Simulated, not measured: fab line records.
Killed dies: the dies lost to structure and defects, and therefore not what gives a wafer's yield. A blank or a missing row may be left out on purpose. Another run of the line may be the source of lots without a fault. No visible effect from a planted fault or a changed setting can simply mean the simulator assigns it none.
Split-lot trial / flow n5_finfet / 21 wafers read from 7 lots, route of 1938 steps

ON THE SPLIT
At N5_MOL_CONTACT_COAG_VIA_ETCH_117 (etches SiO2 in C4F6/O2, target depth 40 nm, overetch 8 nm, time 26 s), the setting bias_w was moved away from the recipe's 455 W on 8 of the 21 wafers read, by -9.1% to +14.5%. For the rest of the wafers, this setting stayed at what the recipe calls for.

The reading is taken at the split's own step.

THE READING
rf_vpp_V, in V, at N5_MOL_CONTACT_COAG_VIA_ETCH_117 (etches SiO2 in C4F6/O2, target depth 40 nm, overetch 8 nm, time 26 s). A value of 1594 V with a standard deviation of 27 V is what fault-free wafers of this fab line usually give.

wafer=L079.1; tool, chamber at the split=rie_diel-05, 1; bias_w as run, W=455; against the recipe=recipe; rf_vpp_V, V=1593; against lot-mates on the recipe=-
wafer=L079.2; tool, chamber at the split=rie_diel-05, 0; bias_w as run, W=455; against the recipe=recipe; rf_vpp_V, V=1633; against lot-mates on the recipe=-
wafer=L079.5; tool, chamber at the split=rie_diel-05, 2; bias_w as run, W=455; against the recipe=recipe; rf_vpp_V, V=1596; against lot-mates on the recipe=-
wafer=L080.1; tool, chamber at the split=rie_diel-05, 1; bias_w as run, W=455; against the recipe=recipe; rf_vpp_V, V=1594; against lot-mates on the recipe=-
wafer=L080.3; tool, chamber at the split=rie_diel-05, 2; bias_w as run, W=455; against the recipe=recipe; rf_vpp_V, V=1597; against lot-mates on the recipe=-
wafer=L080.5; tool, chamber at the split=rie_diel-05, 2; bias_w as run, W=455; against the recipe=recipe; rf_vpp_V, V=1597; against lot-mates on the recipe=-
wafer=L084.2; tool, chamber at the split=rie_diel-04, 3; bias_w as run, W=432.5; against the recipe=-4.9%; rf_vpp_V, V=1533; against lot-mates on the recipe=no lot-mate on the recipe
wafer=L084.3; tool, chamber at the split=rie_diel-04, 0; bias_w as run, W=432.5; against the recipe=-4.9%; rf_vpp_V, V=1481; against lot-mates on the recipe=no lot-mate on the recipe
wafer=L084.4; tool, chamber at the split=rie_diel-04, 2; bias_w as run, W=432.5; against the recipe=-4.9%; rf_vpp_V, V=1503; against lot-mates on the recipe=no lot-mate on the recipe
wafer=L088.1; tool, chamber at the split=rie_diel-02, 0; bias_w as run, W=455; against the recipe=recipe; rf_vpp_V, V=1592; against lot-mates on the recipe=-
wafer=L088.3; tool, chamber at the split=rie_diel-02, 3; bias_w as run, W=455; against the recipe=recipe; rf_vpp_V, V=1629; against lot-mates on the recipe=-
wafer=L088.4; tool, chamber at the split=rie_diel-02, 2; bias_w as run, W=455; against the recipe=recipe; rf_vpp_V, V=1627; against lot-mates on the recipe=-
wafer=L089.2; tool, chamber at the split=rie_diel-04, 1; bias_w as run, W=521.2; against the recipe=+14.5%; rf_vpp_V, V=1770; against lot-mates on the recipe=+220
wafer=L089.3; tool, chamber at the split=rie_diel-04, 0; bias_w as run, W=455; against the recipe=recipe; rf_vpp_V, V=1539; against lot-mates on the recipe=-
wafer=L089.6; tool, chamber at the split=rie_diel-04, 2; bias_w as run, W=455; against the recipe=recipe; rf_vpp_V, V=1562; against lot-mates on the recipe=-
wafer=L091.3; tool, chamber at the split=rie_diel-05, 3; bias_w as run, W=413.6; against the recipe=-9.1%; rf_vpp_V, V=1482; against lot-mates on the recipe=no lot-mate on the recipe
wafer=L091.4; tool, chamber at the split=rie_diel-05, 2; bias_w as run, W=413.6; against the recipe=-9.1%; rf_vpp_V, V=1484; against lot-mates on the recipe=no lot-mate on the recipe
wafer=L091.6; tool, chamber at the split=rie_diel-05, 3; bias_w as run, W=413.6; against the recipe=-9.1%; rf_vpp_V, V=1483; against lot-mates on the recipe=no lot-mate on the recipe
wafer=L096.1; tool, chamber at the split=rie_diel-04, 0; bias_w as run, W=426.9; against the recipe=-6.2%; rf_vpp_V, V=1468; against lot-mates on the recipe=-108
wafer=L096.3; tool, chamber at the split=rie_diel-04, 3; bias_w as run, W=455; against the recipe=recipe; rf_vpp_V, V=1589; against lot-mates on the recipe=-
wafer=L096.4; tool, chamber at the split=rie_diel-04, 2; bias_w as run, W=455; against the recipe=recipe; rf_vpp_V, V=1562; against lot-mates on the recipe=-

FIT RESULTS
A straight line over all 21 wafers: rf_vpp_V changes by +13.1 V for each +1% of bias_w; r = +0.93; the points scatter about the line by 27 V.
The same after taking each lot's own level away (the mean of its wafers on the recipe; 15 wafers): +15.5 V for each +1%; r = +0.98; scatter 14 V.
According to that fit, moving bias_w by its largest amount changes the reading by 2.3e+02 V.
The span of the lots' own levels, 1550.5 to 1616.0 V, comes to 2.4 times the standard deviation stated above.
So the lot-to-lot level changes the slope: the two fits differ.
Check: with one of the wafers moved furthest among these (+14.5%) left out of the fit, the line predicts +253 V for it against its lot-mates. Against them it came out at +220 V.
Tool readings at the split's step, against how far the setting was moved: rf_vpp_V r = +0.93.

FURTHER SPLITS ON THESE WAFERS
These wafers also went through other splits before the reading. Each is held against what the fit with the lots' levels taken away leaves over:
other split on the same wafers=N5_MOL_CONTACT_COAG_EXPOSE_05 dose_mj; wafers away from the commonest value=9; r with rf_vpp_V (lot level and that fit taken away)=-0.33
other split on the same wafers=N5_MOL_CONTACT_COAG_ALD_133 ald_cycles; wafers away from the commonest value=6; r with rf_vpp_V (lot level and that fit taken away)=+0.13

THE FILE'S OWN FIT
rf_vpp_V changes by +15.5 V for each +1% of bias_w, r = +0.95.
